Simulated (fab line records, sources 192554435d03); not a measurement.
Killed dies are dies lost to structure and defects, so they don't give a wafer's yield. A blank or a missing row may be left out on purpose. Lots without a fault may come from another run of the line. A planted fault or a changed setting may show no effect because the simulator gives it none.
Which tool did it? | flow n5_finfet | 24 lots, 72 wafers sampled, at 6 steps of a route of 1938

WHAT THE GAUGES READ, wafer by wafer
N5_BEOL_M0_SAQP_CD_MEAS_25: target cd 13.1 nm.
lot  | measured     | on        | cd_nm (nm)
L074 | day 5 19:11  | cd_sem-02 | 12.78 12.72 12.79
L075 | day 6 00:53  | cd_sem-01 | 13.33 12.75 12.98
L076 | day 6 12:59  | cd_sem-02 | 13.20 12.63 12.98
L078 | day 6 15:16  | cd_sem-01 | 12.71 12.67 12.93
L077 | day 6 20:36  | cd_sem-01 | 12.57 12.53 12.55
L079 | day 6 21:05  | cd_sem-01 | 12.77 12.74 13.02
L080 | day 7 01:55  | cd_sem-02 | 12.67 13.10 12.84
L081 | day 7 03:41  | cd_sem-01 | 12.54 13.25 12.55
L082 | day 7 15:38  | cd_sem-01 | 12.89 12.94 12.51
L083 | day 7 19:26  | cd_sem-01 | 13.05 13.00 12.55
L084 | day 8 07:22  | cd_sem-01 | 12.99 12.52 13.05
L085 | day 8 15:44  | cd_sem-01 | 12.97 12.67 13.36
L086 | day 8 17:33  | cd_sem-01 | 12.81 13.43 13.34
L087 | day 9 01:22  | cd_sem-02 | 13.10 12.92 12.62
L088 | day 9 03:27  | cd_sem-01 | 12.93 13.08 12.33
L089 | day 9 09:32  | cd_sem-01 | 12.99 12.22 12.65
L090 | day 9 13:07  | cd_sem-01 | 12.75 12.78 12.47
L091 | day 9 18:47  | cd_sem-01 | 12.65 12.84 12.92
L092 | day 10 05:04 | cd_sem-02 | 12.96 12.44 12.36
L093 | day 10 10:10 | cd_sem-02 | 13.02 13.18 12.75
L094 | day 10 17:40 | cd_sem-01 | 13.00 12.48 12.71
L095 | day 10 22:32 | cd_sem-02 | 12.84 12.81 12.88
L096 | day 11 01:19 | cd_sem-02 | 12.92 12.82 12.93
L097 | day 11 09:26 | cd_sem-02 | 12.53 13.25 12.57

N5_BEOL_M0_SAQP_CD_MEAS_29: target cd 14.4 nm.
lot  | measured     | on        | cd_nm (nm)
L074 | day 5 20:57  | cd_sem-01 | 15.21 15.16 15.23
L075 | day 6 02:42  | cd_sem-02 | 14.90 15.11 15.08
L076 | day 6 15:02  | cd_sem-02 | 14.76 14.92 14.78
L078 | day 6 17:13  | cd_sem-02 | 15.38 15.42 15.33
L077 | day 6 22:27  | cd_sem-02 | 15.08 14.81 15.44
L079 | day 6 23:03  | cd_sem-02 | 14.77 15.20 15.09
L080 | day 7 03:41  | cd_sem-02 | 15.06 15.01 15.37
L081 | day 7 06:08  | cd_sem-02 | 15.29 15.37 15.30
L082 | day 7 17:23  | cd_sem-02 | 15.21 14.90 14.61
L083 | day 7 21:17  | cd_sem-02 | 15.04 14.96 15.03
L084 | day 8 09:07  | cd_sem-01 | 15.00 14.62 15.12
L085 | day 8 18:14  | cd_sem-01 | 15.30 14.39 15.08
L086 | day 8 19:37  | cd_sem-02 | 14.47 14.84 15.18
L087 | day 9 03:23  | cd_sem-02 | 14.98 15.07 15.09
L088 | day 9 06:48  | cd_sem-01 | 14.91 14.82 14.57
L089 | day 9 12:40  | cd_sem-01 | 15.46 15.48 15.12
L090 | day 9 15:19  | cd_sem-01 | 14.96 15.12 15.15
L091 | day 9 20:47  | cd_sem-01 | 14.89 14.70 15.08
L092 | day 10 06:49 | cd_sem-01 | 15.06 15.36 15.36
L093 | day 10 11:58 | cd_sem-02 | 15.54 14.82 15.63
L094 | day 10 20:01 | cd_sem-02 | 15.29 14.65 14.68
L095 | day 11 00:29 | cd_sem-02 | 15.14 15.46 15.16
L096 | day 11 03:08 | cd_sem-02 | 15.39 15.21 15.53
L097 | day 11 11:14 | cd_sem-02 | 14.84 15.00 14.77

WHICH TOOL RAN EACH LOT (tool, then ch and the chambers of the sampled wafers, then the start)
lot  | N5_MOL_CONTACT_COAG_ETCHBACK_132   | N5_BEOL_M0_SAQP_HM_DEP_02    | N5_BEOL_M0_SAQP_MANDREL1_REMOVE_100 | N5_BEOL_M0_SAQP_ETCH_106
L074 | rie_diel-06 ch 2,3, day 5 08:33    | pvd_sputter-02, day 5 16:25  | rie_si-04 ch 2,3, day 5 19:05       | rie_diel-01 ch 1,3, day 5 19:54
L075 | rie_diel-05 ch 0,2,3, day 5 12:04  | pvd_sputter-01, day 5 22:25  | rie_si-04 ch 1,2, day 6 00:47       | rie_diel-01 ch 0,1,3, day 6 01:36
L076 | rie_diel-05 ch 0,2,3, day 6 02:55  | pvd_sputter-01, day 6 10:35  | rie_si-04 ch 0,1,2, day 6 12:52     | rie_diel-01 ch 0,1,2, day 6 13:47
L078 | rie_diel-05 ch 1,2, day 6 06:47    | pvd_sputter-02, day 6 12:53  | rie_si-04 ch 0,1,3, day 6 15:11     | rie_diel-01 ch 0,1,2, day 6 16:00
L077 | rie_diel-05 ch 1,2,3, day 6 07:23  | pvd_sputter-02, day 6 18:14  | rie_si-05 ch 0,2,3, day 6 20:29     | rie_diel-03 ch 0,1,2, day 6 21:24
L079 | rie_diel-06 ch 0,1,2, day 6 10:13  | pvd_sputter-02, day 6 18:45  | rie_si-04 ch 0,3, day 6 20:59       | rie_diel-03 ch 0,1,2, day 6 22:00
L080 | rie_diel-06 ch 0,2,3, day 6 13:50  | pvd_sputter-03, day 6 22:26  | rie_si-05 ch 2,3, day 7 01:49       | rie_diel-03 ch 0,1, day 7 02:38
L081 | rie_diel-05 ch 0,1,3, day 6 17:10  | pvd_sputter-03, day 7 01:13  | rie_si-05 ch 0,1,2, day 7 03:34     | rie_diel-03 ch 0,1,2, day 7 04:28
L082 | rie_diel-06 ch 1,3, day 7 02:13    | pvd_sputter-02, day 7 12:08  | rie_si-06 ch 0,1,2, day 7 15:31     | rie_diel-01 ch 1,2, day 7 16:20
L083 | rie_diel-06 ch 0,3, day 7 09:44    | pvd_sputter-02, day 7 16:43  | rie_si-05 ch 1,2, day 7 19:20       | rie_diel-03 ch 0,2,3, day 7 20:08
L084 | rie_diel-05 ch 1,3, day 7 20:14    | pvd_sputter-01, day 8 04:53  | rie_si-06 ch 1,2,3, day 8 07:15     | rie_diel-01 ch 1,3, day 8 08:04
L085 | rie_diel-05 ch 0,2,3, day 8 05:56  | pvd_sputter-03, day 8 12:52  | rie_si-04 ch 1,2, day 8 15:38       | rie_diel-04 ch 2,3, day 8 16:27
L086 | rie_diel-02 ch 0,1,3, day 8 06:08  | pvd_sputter-02, day 8 15:13  | rie_si-06 ch 0,2,3, day 8 17:26     | rie_diel-03 ch 0,1,3, day 8 18:16
L087 | rie_diel-02 ch 0,1,2, day 8 15:29  | pvd_sputter-03, day 8 22:42  | rie_si-04 ch 0,1,2, day 9 01:16     | rie_diel-04 ch 0,1,3, day 9 02:20
L088 | rie_diel-05 ch 0,1,2, day 8 17:31  | pvd_sputter-02, day 9 01:07  | rie_si-05 ch 0,1,3, day 9 03:20     | rie_diel-04 ch 0,1,2, day 9 04:10
L089 | rie_diel-06 ch 1,3, day 8 22:50    | pvd_sputter-02, day 9 05:48  | rie_si-05 ch 0,1, day 9 09:26       | rie_diel-03 ch 2,3, day 9 10:19
L090 | rie_diel-02 ch 0,1, day 9 01:03    | pvd_sputter-03, day 9 09:04  | rie_si-06 ch 0,1,3, day 9 13:01     | rie_diel-04 ch 0,1,2, day 9 13:50
L091 | rie_diel-06 ch 0,1,2, day 9 06:41  | pvd_sputter-03, day 9 16:25  | rie_si-05 ch 1,2,3, day 9 18:40     | rie_diel-04 ch 0,1,3, day 9 19:35
L092 | rie_diel-02 ch 0,1,2, day 9 16:43  | pvd_sputter-01, day 10 02:28 | rie_si-05 ch 0,3, day 10 04:57      | rie_diel-04 ch 0,2, day 10 05:46
L093 | rie_diel-02 ch 0,1,2, day 10 00:46 | pvd_sputter-03, day 10 07:32 | rie_si-05 ch 1,2,3, day 10 10:04    | rie_diel-01 ch 2,3, day 10 10:55
L094 | rie_diel-02 ch 0,3, day 10 08:21   | pvd_sputter-03, day 10 14:51 | rie_si-05 ch 0,2,3, day 10 17:34    | rie_diel-03 ch 0,2, day 10 18:46
L095 | rie_diel-06 ch 1,2,3, day 10 10:35 | pvd_sputter-01, day 10 18:18 | rie_si-04 ch 1,2,3, day 10 22:25    | rie_diel-04 ch 0,2,3, day 10 23:23
L096 | rie_diel-02 ch 1,3, day 10 14:19   | pvd_sputter-01, day 10 21:49 | rie_si-06 ch 0,2, day 11 01:12      | rie_diel-04 ch 0,2, day 11 02:05
L097 | rie_diel-06 ch 1,2,3, day 10 22:28 | pvd_sputter-02, day 11 05:59 | rie_si-04 ch 0,2,3, day 11 09:20    | rie_diel-01 ch 1,2, day 11 10:09
- N5_MOL_CONTACT_COAG_ETCHBACK_132: etches SiO2 in CHF3, target depth 10 nm, time 6.7 s.
- N5_BEOL_M0_SAQP_HM_DEP_02: deposits TiN, target thk 12 nm.
- N5_BEOL_M0_SAQP_MANDREL1_REMOVE_100: chemistry HBr/Cl2/O2, target a-Si, stops on SiNx, bt time 10 s.
- N5_BEOL_M0_SAQP_ETCH_106: etches SOC in N2/H2, stops on SiNx, target depth 150 nm.

WHAT THE TOOLS THEMSELVES READ (means of the sampled wafers that have a number; where no wafer has one, the mark that the record gives instead)
N5_MOL_CONTACT_COAG_ETCHBACK_132.
lot  | tool        | drypump_motor_current_A (A) | oes_product_au (a.u.) | rf_fwd_power_W (W) | rf_vpp_V (V) | showerhead_plenum_p_Torr (Torr) | throttle_valve_pct (%)
L074 | rie_diel-06 | 5.2                         | 0.78                  | 606.0              | 532          | 2.39                            | 18.60
L075 | rie_diel-05 | 5.9                         | 0.80                  | 602.1              | 509          | 2.37                            | 18.61
L076 | rie_diel-05 | 5.9                         | 0.80                  | 604.2              | 509          | 2.36                            | 18.62
L078 | rie_diel-05 | 5.6                         | 0.81                  | 606.0              | 502          | 2.36                            | 18.56
L077 | rie_diel-05 | 5.5                         | 0.76                  | 604.5              | 513          | 2.40                            | 18.61
L079 | rie_diel-06 | 5.7                         | 0.76                  | 603.4              | 520          | 2.44                            | 18.66
L080 | rie_diel-06 | 5.2                         | 0.78                  | 605.2              | 523          | 2.41                            | 18.66
L081 | rie_diel-05 | 5.6                         | 0.74                  | 602.6              | 515          | 2.38                            | 18.66
L082 | rie_diel-06 | 5.4                         | 0.88                  | 604.8              | 531          | 2.36                            | 18.20
L083 | rie_diel-06 | 5.1                         | 0.79                  | 603.0              | 514          | 2.42                            | 18.70
L084 | rie_diel-05 | 5.4                         | 0.70                  | 603.2              | 524          | 2.42                            | 18.69
L085 | rie_diel-05 | 5.9                         | 0.77                  | 602.9              | 509          | 2.36                            | 18.64
L086 | rie_diel-02 | 5.7                         | 0.71                  | 604.5              | 519          | 2.42                            | 19.04
L087 | rie_diel-02 | 5.7                         | 0.72                  | 604.4              | 525          | 2.43                            | 18.99
L088 | rie_diel-05 | 5.7                         | 0.77                  | 604.4              | 504          | 2.35                            | 18.64
L089 | rie_diel-06 | 5.4                         | 0.86                  | 603.4              | 529          | 2.36                            | 18.23
L090 | rie_diel-02 | 5.9                         | 0.74                  | 604.9              | 526          | 2.40                            | 19.02
L091 | rie_diel-06 | 5.7                         | 0.84                  | 604.7              | 519          | 2.43                            | 18.61
L092 | rie_diel-02 | 5.7                         | 0.72                  | 603.2              | 526          | 2.43                            | 19.02
L093 | rie_diel-02 | 5.7                         | 0.72                  | 602.7              | 526          | 2.43                            | 19.01
L094 | rie_diel-02 | 5.9                         | 0.76                  | 604.7              | 524          | 2.44                            | 19.05
L095 | rie_diel-06 | 5.6                         | 0.88                  | 605.7              | 528          | 2.38                            | 18.36
L096 | rie_diel-02 | 5.6                         | 0.81                  | 601.1              | 514          | 2.39                            | 18.92
L097 | rie_diel-06 | 5.5                         | 0.86                  | 605.5              | 529          | 2.38                            | 18.37

N5_BEOL_M0_SAQP_HM_DEP_02.
lot  | tool           | chamber_pressure_pa (Pa) | throttle_valve_pct (%)
L074 | pvd_sputter-02 | 0.4990                   | 30.6
L075 | pvd_sputter-01 | 0.5012                   | 30.7
L076 | pvd_sputter-01 | 0.5006                   | 30.0
L078 | pvd_sputter-02 | 0.5003                   | 30.4
L077 | pvd_sputter-02 | 0.4984                   | 31.0
L079 | pvd_sputter-02 | 0.5003                   | 30.4
L080 | pvd_sputter-03 | 0.5005                   | 29.8
L081 | pvd_sputter-03 | 0.5001                   | 29.6
L082 | pvd_sputter-02 | 0.4992                   | 30.4
L083 | pvd_sputter-02 | 0.4997                   | 30.7
L084 | pvd_sputter-01 | 0.4994                   | 30.4
L085 | pvd_sputter-03 | 0.4996                   | 30.1
L086 | pvd_sputter-02 | 0.5002                   | 30.7
L087 | pvd_sputter-03 | 0.4997                   | 29.7
L088 | pvd_sputter-02 | 0.4999                   | 30.1
L089 | pvd_sputter-02 | 0.4996                   | 30.3
L090 | pvd_sputter-03 | 0.4998                   | 29.8
L091 | pvd_sputter-03 | 0.4998                   | 29.7
L092 | pvd_sputter-01 | 0.4997                   | 30.5
L093 | pvd_sputter-03 | 0.4999                   | 29.7
L094 | pvd_sputter-03 | 0.5006                   | 29.7
L095 | pvd_sputter-01 | 0.5002                   | 30.7
L096 | pvd_sputter-01 | 0.4998                   | 29.4
L097 | pvd_sputter-02 | 0.4995                   | 30.7

N5_BEOL_M0_SAQP_MANDREL1_REMOVE_100.
lot  | tool      | drypump_motor_current_A (A) | he_backside_leak_sccm (sccm) | oes_o_777_au (a.u.) | oes_product_au (a.u.) | rf_fwd_power_W (W) | throttle_valve_pct (%)
L074 | rie_si-04 | 5.5                         | 2.61                         | 1.03                | 1.018                 | 598.4              | 36.2
L075 | rie_si-04 | 5.1                         | 2.83                         | 1.07                | 1.008                 | 597.9              | 36.5
L076 | rie_si-04 | 5.3                         | 2.77                         | 1.01                | 1.011                 | 595.4              | 36.6
L078 | rie_si-04 | 5.5                         | 2.79                         | 0.94                | 1.003                 | 599.4              | 36.5
L077 | rie_si-05 | 5.6                         | 2.90                         | 0.99                | 0.995                 | 596.6              | 36.4
L079 | rie_si-04 | 5.7                         | 2.63                         | 0.97                | 1.014                 | 596.2              | 36.3
L080 | rie_si-05 | 5.5                         | 2.70                         | 1.03                | 1.000                 | 598.9              | 36.0
L081 | rie_si-05 | 5.3                         | 2.69                         | 1.01                | 1.007                 | 596.3              | 36.4
L082 | rie_si-06 | 6.3                         | 2.50                         | 0.94                | 1.007                 | 598.4              | 36.6
L083 | rie_si-05 | 5.1                         | 2.68                         | 1.05                | 1.007                 | 597.1              | 36.0
L084 | rie_si-06 | 6.2                         | 2.53                         | 1.01                | 1.001                 | 596.5              | 36.6
L085 | rie_si-04 | 5.1                         | 2.85                         | 0.97                | 0.986                 | 598.8              | 36.9
L086 | rie_si-06 | 5.9                         | 2.45                         | 0.98                | 1.001                 | 595.9              | 36.5
L087 | rie_si-04 | 5.3                         | 2.69                         | 0.99                | 0.992                 | 595.6              | 36.8
L088 | rie_si-05 | 5.7                         | 2.84                         | 0.96                | 1.001                 | 597.3              | 36.6
L089 | rie_si-05 | 5.4                         | 2.63                         | 0.98                | 1.001                 | 595.4              | 36.7
L090 | rie_si-06 | 5.9                         | 2.66                         | 0.99                | 1.011                 | 596.9              | 36.8
L091 | rie_si-05 | 5.5                         | 2.68                         | 1.00                | 1.009                 | 597.2              | 36.2
L092 | rie_si-05 | 5.8                         | 3.06                         | 0.96                | 1.003                 | 595.8              | 36.8
L093 | rie_si-05 | 5.5                         | 2.82                         | 0.99                | 1.004                 | 597.3              | 36.2
L094 | rie_si-05 | 5.6                         | 2.87                         | 1.00                | 1.004                 | 597.4              | 36.4
L095 | rie_si-04 | 5.3                         | 2.70                         | 0.99                | 0.993                 | 596.2              | 36.7
L096 | rie_si-06 | 6.1                         | 2.48                         | 0.92                | 1.017                 | 594.4              | 36.6
L097 | rie_si-04 | 5.4                         | 2.62                         | 1.02                | 1.003                 | 596.5              | 36.6

N5_BEOL_M0_SAQP_ETCH_106.
lot  | tool        | drypump_motor_current_A (A) | oes_product_au (a.u.) | rf_fwd_power_W (W) | rf_vpp_V (V) | showerhead_plenum_p_Torr (Torr) | throttle_valve_pct (%)
L074 | rie_diel-01 | 5.3                         | 0.73                  | 843                | 240.1        | 2.48                            | 17.93
L075 | rie_diel-01 | 5.3                         | 0.70                  | 844                | 239.6        | 2.47                            | 17.94
L076 | rie_diel-01 | 5.3                         | 0.79                  | 847                | 239.2        | 2.43                            | 17.90
L078 | rie_diel-01 | 5.3                         | 0.79                  | 841                | 239.2        | 2.43                            | 17.90
L077 | rie_diel-03 | 5.2                         | 0.83                  | 844                | 241.4        | 2.59                            | 17.72
L079 | rie_diel-03 | 5.2                         | 0.83                  | 842                | 241.6        | 2.59                            | 17.72
L080 | rie_diel-03 | 5.2                         | 0.87                  | 845                | 241.5        | 2.62                            | 17.55
L081 | rie_diel-03 | 5.2                         | 0.83                  | 842                | 241.7        | 2.59                            | 17.71
L082 | rie_diel-01 | 5.4                         | 0.86                  | 844                | 239.2        | 2.45                            | 17.70
L083 | rie_diel-03 | 5.4                         | 0.86                  | 843                | 241.4        | 2.57                            | 17.63
L084 | rie_diel-01 | 5.3                         | 0.80                  | 840                | 240.5        | 2.47                            | 17.81
L085 | rie_diel-04 | 5.8                         | 0.73                  | 841                | 239.4        | 2.52                            | 18.13
L086 | rie_diel-03 | 5.6                         | 0.82                  | 846                | 241.3        | 2.56                            | 17.74
L087 | rie_diel-04 | 5.8                         | 0.81                  | 842                | 240.9        | 2.56                            | 17.93
L088 | rie_diel-04 | 5.2                         | 0.80                  | 842                | 239.8        | 2.52                            | 17.86
L089 | rie_diel-03 | 5.8                         | 0.81                  | 841                | 240.3        | 2.51                            | 17.81
L090 | rie_diel-04 | 5.2                         | 0.79                  | 847                | 240.4        | 2.52                            | 17.86
L091 | rie_diel-04 | 5.8                         | 0.81                  | 841                | 241.0        | 2.56                            | 17.93
L092 | rie_diel-04 | 4.9                         | 0.75                  | 842                | 239.6        | 2.48                            | 17.96
L093 | rie_diel-01 | 5.6                         | 0.90                  | 844                | 239.6        | 2.54                            | 17.34
L094 | rie_diel-03 | 5.1                         | 0.83                  | 842                | 240.7        | 2.59                            | 17.67
L095 | rie_diel-04 | 5.5                         | 0.76                  | 839                | 239.5        | 2.52                            | 18.03
L096 | rie_diel-04 | 4.9                         | 0.75                  | 842                | 240.0        | 2.48                            | 17.97
L097 | rie_diel-01 | 5.2                         | 0.76                  | 841                | 239.6        | 2.43                            | 17.96

THE ANSWER, worked out from the rows above alone
Rule: what is usual is taken from the lots themselves. Put in order of their means at a reading, lots are off if they are a third of the lots or fewer, leave a main group of 4 or more, and stand apart from it by a gap of 3 or more times the standard deviation of the main group's means; of several such gaps the widest counts. A main group whose means are all the same, to the digits that the tables above print for the reading, isn't used. A lot without any number at a reading at which 4 lots or more have one is off too. The other lots that the step has rows for count as sound. The gauges are gone through in route order, then the tools' own readings, and for those a lot's mean is taken as printed above. The first step at which some lot is off is used, and at that step the reading that is off furthest; a lot without a number counts as furthest.
No lot is off at any reading shown: from this, nothing can be told.

WHAT THE SIMULATOR HAD PUT IN
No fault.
